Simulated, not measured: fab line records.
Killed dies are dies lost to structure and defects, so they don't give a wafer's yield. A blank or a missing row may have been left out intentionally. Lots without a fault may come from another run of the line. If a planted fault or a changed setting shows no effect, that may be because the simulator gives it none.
fab line records    flow n5-finfet
record: lots: 24  wafers: 72  last-day: 17
route steps=1938 shown BEOL_M14@1755 BEOL_M15@1783
lots that met no fault: from a run of the same line without faults
start-h: hours from the record's opening day to when the first of the lot's shown wafers began    wait-h: how many hours have passed since the lot's step before this one    " unchanged from the row above    L1.1+2: a single row standing in for several wafers    - no value present, or no start provided    * or withheld: withheld    < > ~ a bound
route shown NAME@n: NAME is a module with steps in the file, n the number in the route of the first one    usual: mean/standard deviation of fault-free wafers    same: alike in all rows    chamber/n: place in a boat    sites: readings site by site    _std_site: the standard deviation of these    _edge_site: outer sites' mean less inner sites'    radius-mm: how far each site lies from the wafer's centre    mask NAME#n: copy n    behind: the last tool/chamber to shape the wafer    hold: what put the lot on hold/how long, in hours/how the hold closed    device: the transistor (n, p or np) that didn't switch    end of line: at the end of the route, the tests of the same wafers    step lacking rows: just its recipe    killed: count of dies lost to structure and defects at first sort (not the wafer's yield)    map: the dies of a wafer, with x for killed, . for not killed, _ for no die there
set.NAME: setting as actually run; set.NAME@STEP: the setting as run at that earlier step    model.NAME: the simulator's own value behind a step, which no gauge read
one table for each step of the route and one row for each wafer, over a sample of lots
services: a tool's chamber out of use, with start hour (start-h, from the record's first day; less than 0 if before it), hours out, and reason
== steps ==
step: N5_BEOL_M14_OCD_MEAS_35
usual: trench-depth-nm: 555/24
lot.wafer  tool    chamber  start-h  wait-h  trench-depth-nm
L074.1     ocd-01  -        232.33   0.0     510
L074.3     "       -        "        "       520
L074.5     "       -        "        "       520
L075.2     ocd-01  -        250.25   0.0     583
L075.4     "       -        "        "       564
L075.6     "       -        "        "       576
L076.2     ocd-01  -        252.96   0.0     577
L076.4     "       -        "        "       514
L076.6     "       -        "        "       520
L077.1     ocd-02  -        264.73   0.0     570
L077.2     "       -        "        "       581
L077.6     "       -        "        "       565
L078.1     ocd-01  -        267.07   0.0     555
L078.4     "       -        "        "       572
L078.6     "       -        "        "       578
L079.1     ocd-02  -        274.81   0.0     515
L079.2     "       -        "        "       568
L079.3     "       -        "        "       567
L080.1     ocd-01  -        278.70   0.0     557
L080.5     "       -        "        "       555
L080.6     "       -        "        "       571
L081.1     ocd-01  -        287.53   0.0     520
L081.5     "       -        "        "       587
L081.6     "       -        "        "       576
L083.1     ocd-02  -        295.26   0.0     575
L083.2     "       -        "        "       532
L083.5     "       -        "        "       574
L082.1     ocd-02  -        297.54   0.0     534
L082.3     "       -        "        "       572
L082.5     "       -        "        "       524
L085.1     ocd-01  -        300.22   0.0     568
L085.2     "       -        "        "       571
L085.6     "       -        "        "       566
L084.1     ocd-02  -        304.51   0.0     524
L084.3     "       -        "        "       567
L084.4     "       -        "        "       560
L087.1     ocd-02  -        322.06   0.0     537
L087.2     "       -        "        "       584
L087.3     "       -        "        "       567
L086.1     ocd-01  -        324.60   0.0     575
L086.3     "       -        "        "       526
L086.5     "       -        "        "       535
L088.3     ocd-02  -        325.95   0.0     533
L088.5     "       -        "        "       523
L088.6     "       -        "        "       540
L089.1     ocd-01  -        327.29   0.0     576
L089.2     "       -        "        "       531
L089.5     "       -        "        "       573
L090.2     ocd-01  -        344.82   0.0     529
L090.4     "       -        "        "       534
L090.6     "       -        "        "       578
L091.1     ocd-02  -        348.33   0.0     529
L091.2     "       -        "        "       571
L091.6     "       -        "        "       522
L092.1     ocd-01  -        348.64   0.0     585
L092.2     "       -        "        "       544
L092.3     "       -        "        "       526
L095.1     ocd-01  -        368.12   0.0     567
L095.3     "       -        "        "       560
L095.6     "       -        "        "       577
L094.2     ocd-01  -        368.49   0.0     592
L094.3     "       -        "        "       585
L094.5     "       -        "        "       555
L093.1     ocd-02  -        373.98   0.0     566
L093.2     "       -        "        "       528
L093.3     "       -        "        "       521
L096.2     ocd-02  -        380.95   0.0     524
L096.3     "       -        "        "       528
L096.6     "       -        "        "       529
L097.1     ocd-01  -        385.81   0.0     586
L097.3     "       -        "        "       538
L097.6     "       -        "        "       549
step: N5_BEOL_M14_DEGAS_41
recipe: ambient: vacuum  temp-c: 300  time-s: 60
usual: heater-power-w: 460/41
lot.wafer  tool            chamber  start-h  wait-h  heater-power-w
L074.1     pvd-sputter-02  -        233.66   0.3     482
L074.3     "               -        "        "       452
L074.5     "               -        "        "       450
L075.2     pvd-sputter-02  -        250.61   0.0     452
L075.4     "               -        "        "       392
L075.6     "               -        "        "       443
L076.2     pvd-sputter-02  -        253.29   0.0     481
L076.4     "               -        "        "       444
L076.6     "               -        "        "       388
L077.1     pvd-sputter-03  -        266.10   0.5     448
L077.2     "               -        "        "       469
L077.6     "               -        "        "       447
L078.1     pvd-sputter-03  -        269.20   1.8     444
L078.4     "               -        "        "       410
L078.6     "               -        "        "       470
L079.1     pvd-sputter-02  -        276.06   0.2     483
L079.2     "               -        "        "       452
L079.3     "               -        "        "       404
L080.1     pvd-sputter-03  -        279.70   0.4     474
L080.5     "               -        "        "       436
L080.6     "               -        "        "       413
L081.1     pvd-sputter-03  -        288.30   0.5     457
L081.5     "               -        "        "       443
L081.6     "               -        "        "       461
L083.1     pvd-sputter-02  -        295.60   0.1     450
L083.2     "               -        "        "       387
L083.5     "               -        "        "       450
L082.1     pvd-sputter-01  -        301.86   0.2     433
L082.3     "               -        "        "       485
L082.5     "               -        "        "       519
L085.1     pvd-sputter-03  -        301.88   0.2     413
L085.2     "               -        "        "       450
L085.6     "               -        "        "       471
L084.1     pvd-sputter-02  -        304.93   0.2     444
L084.3     "               -        "        "       536
L084.4     "               -        "        "       483
L087.1     pvd-sputter-02  -        322.74   0.1     478
L087.2     "               -        "        "       393
L087.3     "               -        "        "       455
L086.1     pvd-sputter-02  -        325.22   0.3     389
L086.3     "               -        "        "       487
L086.5     "               -        "        "       459
L088.3     pvd-sputter-03  -        326.53   0.1     448
L088.5     "               -        "        "       404
L088.6     "               -        "        "       462
L089.1     pvd-sputter-01  -        328.77   0.6     423
L089.2     "               -        "        "       510
L089.5     "               -        "        "       512
L090.2     pvd-sputter-02  -        346.20   0.1     535
L090.4     "               -        "        "       448
L090.6     "               -        "        "       393
L091.1     pvd-sputter-03  -        349.10   0.3     470
L091.2     "               -        "        "       409
L091.6     "               -        "        "       474
L092.1     pvd-sputter-02  -        349.42   0.4     433
L092.2     "               -        "        "       545
L092.3     "               -        "        "       489
L095.1     pvd-sputter-01  -        369.51   0.3     521
L095.3     "               -        "        "       420
L095.6     "               -        "        "       510
L094.2     pvd-sputter-03  -        369.83   0.3     475
L094.3     "               -        "        "       409
L094.5     "               -        "        "       444
L093.1     pvd-sputter-01  -        375.71   0.3     415
L093.2     "               -        "        "       519
L093.3     "               -        "        "       506
L096.2     pvd-sputter-01  -        387.35   0.2     418
L096.3     "               -        "        "       484
L096.6     "               -        "        "       496
L097.1     pvd-sputter-01  -        388.41   0.6     498
L097.3     "               -        "        "       412
L097.6     "               -        "        "       416
step: N5_BEOL_M14_ANNEAL_48
recipe: temp-c: 225  time-s: 90  ambient: N2
usual: wafer_temp_C_max: 225.98/0.26
lot.wafer  tool           chamber  start-h  wait-h  wafer_temp_C_max
L074.1     rtp-anneal-01  0        234.21   0.1     225.97
L074.3     "              0        "        "       226.36
L074.5     "              0        "        "       225.76
L075.2     rtp-anneal-01  0        251.20   0.2     225.70
L075.4     "              0        "        "       225.79
L075.6     "              0        "        "       226.47
L076.2     rtp-anneal-02  0        253.89   0.2     225.70
L076.4     "              0        "        "       225.99
L076.6     "              0        "        "       225.95
L077.1     rtp-anneal-01  0        266.78   0.3     226.23
L077.2     "              0        "        "       226.01
L077.6     "              0        "        "       225.89
L078.1     rtp-anneal-02  0        269.74   0.1     226.20
L078.4     "              0        "        "       225.63
L078.6     "              0        "        "       226.38
L079.1     rtp-anneal-02  0        276.61   0.1     225.95
L079.2     "              0        "        "       225.75
L079.3     "              0        "        "       226.19
L080.1     rtp-anneal-02  0        280.24   0.1     226.08
L080.5     "              0        "        "       226.17
L080.6     "              0        "        "       226.16
L081.1     rtp-anneal-02  0        288.85   0.1     225.84
L081.5     "              0        "        "       226.67
L081.6     "              0        "        "       226.22
L083.1     rtp-anneal-01  0        296.80   0.8     225.75
L083.2     "              0        "        "       225.83
L083.5     "              0        "        "       225.75
L082.1     rtp-anneal-02  0        302.41   0.1     225.98
L082.3     "              0        "        "       225.73
L082.5     "              0        "        "       225.98
L085.1     rtp-anneal-01  0        302.49   0.2     226.08
L085.2     "              0        "        "       226.10
L085.6     "              0        "        "       225.72
L084.1     rtp-anneal-01  0        305.47   0.1     225.76
L084.3     "              0        "        "       226.21
L084.4     "              0        "        "       225.64
L087.1     rtp-anneal-02  0        323.31   0.2     226.45
L087.2     "              0        "        "       225.97
L087.3     "              0        "        "       226.33
L086.1     rtp-anneal-02  0        325.78   0.2     225.90
L086.3     "              0        "        "       226.16
L086.5     "              0        "        "       226.43
L088.3     rtp-anneal-02  0        327.33   0.3     225.56
L088.5     "              0        "        "       225.71
L088.6     "              0        "        "       226.09
L089.1     rtp-anneal-01  0        329.40   0.2     225.78
L089.2     "              0        "        "       225.75
L089.5     "              0        "        "       226.14
L090.2     rtp-anneal-01  0        347.38   0.8     225.73
L090.4     "              0        "        "       225.90
L090.6     "              0        "        "       225.80
L091.1     rtp-anneal-01  0        349.69   0.2     226.32
L091.2     "              0        "        "       226.06
L091.6     "              0        "        "       225.84
L092.1     rtp-anneal-02  0        349.96   0.1     226.10
L092.2     "              0        "        "       226.23
L092.3     "              0        "        "       225.88
L095.1     rtp-anneal-01  0        370.44   0.5     226.06
L095.3     "              0        "        "       226.21
L095.6     "              0        "        "       226.19
L094.2     rtp-anneal-01  0        370.76   0.5     225.78
L094.3     "              0        "        "       226.11
L094.5     "              0        "        "       225.89
L093.1     rtp-anneal-01  0        376.25   0.1     225.97
L093.2     "              0        "        "       226.37
L093.3     "              0        "        "       226.10
L096.2     rtp-anneal-01  0        387.95   0.2     226.17
L096.3     "              0        "        "       225.95
L096.6     "              0        "        "       225.95
L097.1     rtp-anneal-02  0        388.96   0.1     225.64
L097.3     "              0        "        "       225.78
L097.6     "              0        "        "       225.46
step: N5_BEOL_M15_CD_MEAS_10
recipe: target-cd-nm: 360  landing-energy-ev: 500  detector: se-inlens  polarity: opening
usual: cd-nm: 361.6/2.3
same: landing-energy-ev: 500
lot.wafer  tool       chamber  start-h  wait-h  cd-nm
L074.1     cd-sem-02  0        235.79   -       360.4
L074.3     "          0        "        "       360.5
L074.5     "          0        "        "       360.3
L075.2     cd-sem-02  0        252.50   -       363.5
L075.4     "          0        "        "       364.6
L075.6     "          0        "        "       360.4
L076.2     cd-sem-02  0        255.29   -       361.5
L076.4     "          0        "        "       362.9
L076.6     "          0        "        "       358.7
L077.1     cd-sem-02  0        268.24   -       359.9
L077.2     "          0        "        "       359.2
L077.6     "          0        "        "       361.3
L078.1     cd-sem-01  0        271.23   -       361.6
L078.4     "          0        "        "       361.8
L078.6     "          0        "        "       363.9
L079.1     cd-sem-02  0        278.07   -       361.2
L079.2     "          0        "        "       361.2
L079.3     "          0        "        "       358.6
L080.1     cd-sem-01  0        281.58   -       361.1
L080.5     "          0        "        "       360.4
L080.6     "          0        "        "       360.3
L081.1     cd-sem-01  0        290.41   -       360.5
L081.5     "          0        "        "       364.0
L081.6     "          0        "        "       359.8
L083.1     cd-sem-03  0        303.88   -       367.0
L083.2     "          0        "        "       363.1
L083.5     "          0        "        "       364.5
L082.1     cd-sem-01  0        303.92   -       361.7
L082.3     "          0        "        "       363.7
L082.5     "          0        "        "       358.8
L085.1     cd-sem-02  0        303.97   -       359.3
L085.2     "          0        "        "       358.3
L085.6     "          0        "        "       358.4
L084.1     cd-sem-01  0        306.92   -       359.7
L084.3     "          0        "        "       362.6
L084.4     "          0        "        "       362.0
L087.1     cd-sem-03  0        324.77   -       360.5
L087.2     "          0        "        "       360.5
L087.3     "          0        "        "       361.9
L086.1     cd-sem-01  0        327.25   -       360.5
L086.3     "          0        "        "       359.8
L086.5     "          0        "        "       360.0
L088.3     cd-sem-03  0        328.75   -       360.1
L088.5     "          0        "        "       355.9
L088.6     "          0        "        "       358.3
L089.1     cd-sem-01  0        330.86   -       362.7
L089.2     "          0        "        "       366.0
L089.5     "          0        "        "       364.1
L090.2     cd-sem-01  0        349.04   -       358.5
L090.4     "          0        "        "       360.4
L090.6     "          0        "        "       355.8
L091.1     cd-sem-03  0        351.56   -       356.7
L091.2     "          0        "        "       361.2
L091.6     "          0        "        "       362.7
L092.1     cd-sem-01  0        351.79   -       363.1
L092.2     "          0        "        "       361.7
L092.3     "          0        "        "       365.8
L095.1     cd-sem-03  0        372.16   -       361.8
L095.3     "          0        "        "       360.8
L095.6     "          0        "        "       359.9
L094.2     cd-sem-01  0        372.62   -       361.6
L094.3     "          0        "        "       358.7
L094.5     "          0        "        "       361.1
L093.1     cd-sem-03  0        377.64   -       361.4
L093.2     "          0        "        "       361.8
L093.3     "          0        "        "       361.9
L096.2     cd-sem-01  0        389.27   -       365.2
L096.3     "          0        "        "       365.5
L096.6     "          0        "        "       363.6
L097.1     cd-sem-03  0        390.38   -       364.7
L097.3     "          0        "        "       364.2
L097.6     "          0        "        "       364.9
step: N5_BEOL_M15_CD_MEAS_17
recipe: target-cd-nm: 360  polarity: opening
usual: cd-nm: 362.4/2.8
lot.wafer  tool       chamber  start-h  wait-h  cd-nm
L074.1     cd-sem-02  -        237.30   0.0     362.3
L074.3     "          -        "        "       361.4
L074.5     "          -        "        "       363.0
L075.2     cd-sem-01  -        253.08   0.0     368.2
L075.4     "          -        "        "       369.9
L075.6     "          -        "        "       366.0
L076.2     cd-sem-02  -        256.25   0.0     365.1
L076.4     "          -        "        "       362.1
L076.6     "          -        "        "       361.2
L077.1     cd-sem-02  -        268.88   0.0     361.8
L077.2     "          -        "        "       360.4
L077.6     "          -        "        "       362.8
L078.1     cd-sem-02  -        272.27   0.0     362.9
L078.4     "          -        "        "       363.5
L078.6     "          -        "        "       366.6
L079.1     cd-sem-03  -        278.65   0.0     359.3
L079.2     "          -        "        "       361.0
L079.3     "          -        "        "       361.3
L080.1     cd-sem-01  -        282.17   0.0     362.0
L080.5     "          -        "        "       360.0
L080.6     "          -        "        "       359.8
L081.1     cd-sem-01  -        291.10   0.0     363.5
L081.5     "          -        "        "       365.7
L081.6     "          -        "        "       361.8
L083.1     cd-sem-01  -        304.47   0.0     366.6
L083.2     "          -        "        "       362.8
L083.5     "          -        "        "       362.7
L082.1     cd-sem-03  -        304.50   0.0     363.6
L082.3     "          -        "        "       363.7
L082.5     "          -        "        "       359.3
L085.1     cd-sem-01  -        304.55   0.0     360.1
L085.2     "          -        "        "       361.0
L085.6     "          -        "        "       360.8
L084.1     cd-sem-03  -        307.51   0.0     358.5
L084.3     "          -        "        "       360.3
L084.4     "          -        "        "       364.0
L087.1     cd-sem-01  -        325.35   0.0     360.5
L087.2     "          -        "        "       357.8
L087.3     "          -        "        "       362.0
L086.1     cd-sem-01  -        327.84   0.0     362.8
L086.3     "          -        "        "       361.6
L086.5     "          -        "        "       362.2
L088.3     cd-sem-01  -        329.34   0.0     359.6
L088.5     "          -        "        "       356.5
L088.6     "          -        "        "       358.6
L089.1     cd-sem-01  -        331.44   0.0     362.6
L089.2     "          -        "        "       362.5
L089.5     "          -        "        "       364.0
L090.2     cd-sem-03  -        349.62   0.0     359.6
L090.4     "          -        "        "       362.5
L090.6     "          -        "        "       353.6
L091.1     cd-sem-03  -        352.15   0.0     356.9
L091.2     "          -        "        "       363.8
L091.6     "          -        "        "       364.2
L092.1     cd-sem-01  -        352.62   0.0     361.1
L092.2     "          -        "        "       364.5
L092.3     "          -        "        "       367.1
L095.1     cd-sem-01  -        372.74   0.0     361.1
L095.3     "          -        "        "       363.2
L095.6     "          -        "        "       360.0
L094.2     cd-sem-03  -        373.20   0.0     364.0
L094.3     "          -        "        "       358.0
L094.5     "          -        "        "       361.3
L093.1     cd-sem-01  -        378.40   0.0     361.9
L093.2     "          -        "        "       363.9
L093.3     "          -        "        "       361.7
L096.2     cd-sem-03  -        389.86   0.0     368.0
L096.3     "          -        "        "       365.6
L096.6     "          -        "        "       364.7
L097.1     cd-sem-01  -        390.97   0.0     364.7
L097.3     "          -        "        "       366.3
L097.6     "          -        "        "       364.9
step: N5_BEOL_M15_STRIP_62
recipe: chemistry: O2  power-w: 600  temp-c: 60  pressure-mtorr: 30  rf-frequency-hz: 6e+07  bias-power-w: 0  overash-fraction: 0.3  o2-flow-sccm: 225
usual: drypump-motor-current-A: 5.7/0.39  oes-product-au: 0.76/0.096  rf-vpp-V: 3.7/0.52  showerhead-plenum-p-Torr: 2.07/0.063  throttle-valve-pct: 16.71/0.24
same: overash-fraction: 0.3
lot.wafer  tool         chamber  start-h  wait-h  drypump-motor-current-A  oes-product-au  rf-hours-counter-h  rf-vpp-V  showerhead-plenum-p-Torr  throttle-valve-pct
L074.1     rie-diel-01  1        -        -       5.5                      0.71            213                 3.3       2.07                      16.88
L074.3     "            0        "        "       5.7                      0.68            242                 4.5       2.09                      16.79
L074.5     "            0        "        "       5.7                      0.68            -                   3.5       2.09                      16.77
L075.2     rie-diel-02  3        -        -       5.3                      0.77            115                 4.6       2.09                      16.26
L075.4     "            0        "        "       6.3                      0.71            223                 3.6       2.03                      16.86
L075.6     "            0        "        "       6.3                      0.72            -                   3.8       2.03                      16.87
L076.2     rie-diel-01  3        -        -       5.4                      0.70            198                 4.1       2.08                      16.80
L076.4     "            0        "        "       5.7                      0.68            248                 3.9       2.09                      16.79
L076.6     "            2        "        "       6.3                      0.72            -                   4.4       1.99                      16.65
L077.1     rie-diel-03  3        -        -       5.7                      0.70            216                 4.0       1.99                      16.81
L077.2     "            2        "        "       6.0                      0.96            16                  3.0       2.24                      16.73
L077.6     "            2        "        "       6.0                      0.95            -                   2.8       2.24                      16.75
L078.1     rie-diel-02  3        -        -       5.3                      0.77            119                 3.1       2.09                      16.27
L078.4     "            1        "        "       5.8                      0.88            53                  4.3       2.05                      16.51
L078.6     "            1        "        "       5.7                      0.88            -                   3.0       2.05                      16.50
L079.1     rie-diel-01  3        -        -       5.4                      0.70            205                 3.6       2.08                      16.80
L079.2     "            2        "        "       6.2                      0.72            187                 2.8       1.99                      16.66
L079.3     "            1        "        "       5.4                      0.71            225                 3.8       2.07                      16.92
L080.1     rie-diel-01  3        -        -       5.4                      0.70            207                 3.3       2.08                      16.82
L080.5     "            2        "        "       6.3                      0.73            -                   3.5       1.99                      16.66
L080.6     "            1        "        "       5.5                      0.72            -                   3.7       2.07                      16.92
L081.1     rie-diel-02  3        -        -       5.3                      0.77            123                 3.7       2.09                      16.26
L081.5     "            1        "        "       5.8                      0.87            -                   4.4       2.05                      16.52
L081.6     "            0        "        "       6.3                      0.71            -                   3.2       2.03                      16.89
L083.1     rie-diel-03  0        -        -       5.7                      0.71            220                 3.4       2.19                      17.00
L083.2     "            3        "        "       5.7                      0.70            228                 3.5       1.99                      16.83
L083.5     "            0        "        "       5.7                      0.71            -                   3.2       2.19                      17.01
L082.1     rie-diel-02  3        -        -       5.3                      0.76            127                 3.4       2.08                      16.28
L082.3     "            1        "        "       5.8                      0.87            65                  2.2       2.05                      16.52
L082.5     "            1        "        "       5.8                      0.86            -                   4.2       2.05                      16.53
L085.1     rie-diel-03  1        -        -       6.3                      0.73            201                 3.5       2.14                      16.93
L085.2     "            2        "        "       6.0                      0.93            27                  4.1       2.24                      16.78
L085.6     "            0        "        "       5.7                      0.71            -                   3.4       2.19                      16.99
L084.1     rie-diel-02  1        -        -       5.8                      0.86            65                  4.4       2.05                      16.53
L084.3     "            3        "        "       5.3                      0.77            128                 3.4       2.08                      16.27
L084.4     "            0        "        "       6.3                      0.70            240                 3.2       2.02                      16.92
L087.1     rie-diel-01  2        -        -       6.3                      0.71            203                 4.1       1.98                      16.68
L087.2     "            3        "        "       5.4                      0.69            220                 3.8       2.07                      16.85
L087.3     "            1        "        "       5.5                      0.70            241                 4.6       2.06                      16.95
L086.1     rie-diel-01  3        -        -       5.4                      0.68            221                 4.3       2.07                      16.81
L086.3     "            0        "        "       5.7                      0.94            10                  3.7       2.08                      16.30
L086.5     "            3        "        "       5.4                      0.68            -                   3.5       2.07                      16.83
L088.3     rie-diel-03  0        -        -       5.7                      0.69            228                 4.0       2.19                      16.99
L088.5     "            2        "        "       6.0                      0.91            -                   4.5       2.23                      16.78
L088.6     "            3        "        "       5.8                      0.69            -                   3.9       1.99                      16.86
L089.1     rie-diel-02  0        -        -       6.2                      0.70            248                 4.0       2.02                      16.91
L089.2     "            2        "        "       5.2                      0.65            249                 3.4       2.07                      17.05
L089.5     "            0        "        "       6.2                      0.70            -                   3.2       2.02                      16.90
L090.2     rie-diel-01  1        -        -       5.5                      0.69            247                 2.7       2.06                      16.97
L090.4     "            2        "        "       6.2                      0.71            209                 3.7       1.98                      16.70
L090.6     "            2        "        "       6.3                      0.71            -                   3.7       1.98                      16.70
L091.1     rie-diel-03  1        -        -       6.2                      0.71            215                 4.2       2.13                      16.94
L091.2     "            3        "        "       5.8                      0.69            242                 4.1       1.99                      16.87
L091.6     "            2        "        "       6.0                      0.90            -                   4.0       2.23                      16.80
L092.1     rie-diel-01  3        -        -       5.4                      0.69            229                 3.5       2.07                      16.87
L092.2     "            0        "        "       5.7                      0.92            18                  4.8       2.08                      16.31
L092.3     "            1        "        "       5.5                      0.68            250                 3.9       2.06                      16.97
L095.1     rie-diel-02  0        -        -       6.3                      1.01            2                   4.2       2.02                      16.36
L095.3     "            1        "        "       5.8                      0.84            89                  3.1       2.04                      16.58
L095.6     "            3        "        "       5.3                      0.74            -                   2.6       2.08                      16.33
L094.2     rie-diel-01  0        -        -       5.6                      0.90            25                  3.5       2.08                      16.33
L094.3     "            2        "        "       6.3                      0.70            219                 2.8       1.98                      16.70
L094.5     "            3        "        "       5.4                      0.68            -                   3.9       2.07                      16.87
L093.1     rie-diel-02  0        -        -       6.2                      0.99            4                   4.5       2.02                      16.37
L093.2     "            2        "        "       5.2                      0.94            10                  3.1       2.06                      16.68
L093.3     "            3        "        "       5.4                      0.74            153                 3.5       2.08                      16.32
L096.2     rie-diel-02  0        -        -       6.2                      0.98            7                   4.1       2.02                      16.36
L096.3     "            3        "        "       5.3                      0.74            155                 4.6       2.07                      16.34
L096.6     "            2        "        "       5.1                      0.92            -                   3.8       2.06                      16.71
L097.1     rie-diel-02  2        -        -       5.1                      0.91            12                  2.8       2.06                      16.69
L097.3     "            1        "        "       5.8                      0.82            94                  3.9       2.04                      16.58
L097.6     "            3        "        "       5.3                      0.72            -                   3.9       2.08                      16.34
== services ==
tool            chamber  start-h  hours  kind
rie-diel-03     -        234.90   15.6   pm
pvd-sputter-01  -        252.79   1.5    repair
rie-diel-01     0        270.83   -      clean
rie-diel-01     0        270.83   -      consumable-replace:focus-ring
rie-diel-01     0        270.83   24.0   scheduled-down
rie-diel-01     0        270.83   24.0   vent-cycle
rie-diel-01     -        300.50   2.8    pm
rie-diel-02     2        337.78   -      clean
rie-diel-02     2        337.78   -      consumable-replace:focus-ring
rie-diel-02     2        337.78   16.5   scheduled-down
rie-diel-02     2        337.78   16.5   vent-cycle
rtp-anneal-01   -        342.27   3.1    pm
rie-diel-02     0        354.31   -      clean
rie-diel-02     0        354.31   -      consumable-replace:focus-ring
rie-diel-02     0        354.31   14.8   scheduled-down
rie-diel-02     0        354.31   14.8   vent-cycle
rie-diel-01     1        356.71   -      clean
rie-diel-01     1        356.71   -      consumable-replace:focus-ring
rie-diel-01     1        356.71   25.9   scheduled-down
rie-diel-01     1        356.71   25.9   vent-cycle
rie-diel-03     3        379.49   -      clean
rie-diel-03     3        379.49   -      consumable-replace:focus-ring
rie-diel-03     3        379.49   -      consumable-replace:showerhead
pvd-sputter-02  -        382.78   4.8    repair
== key ==
fault none
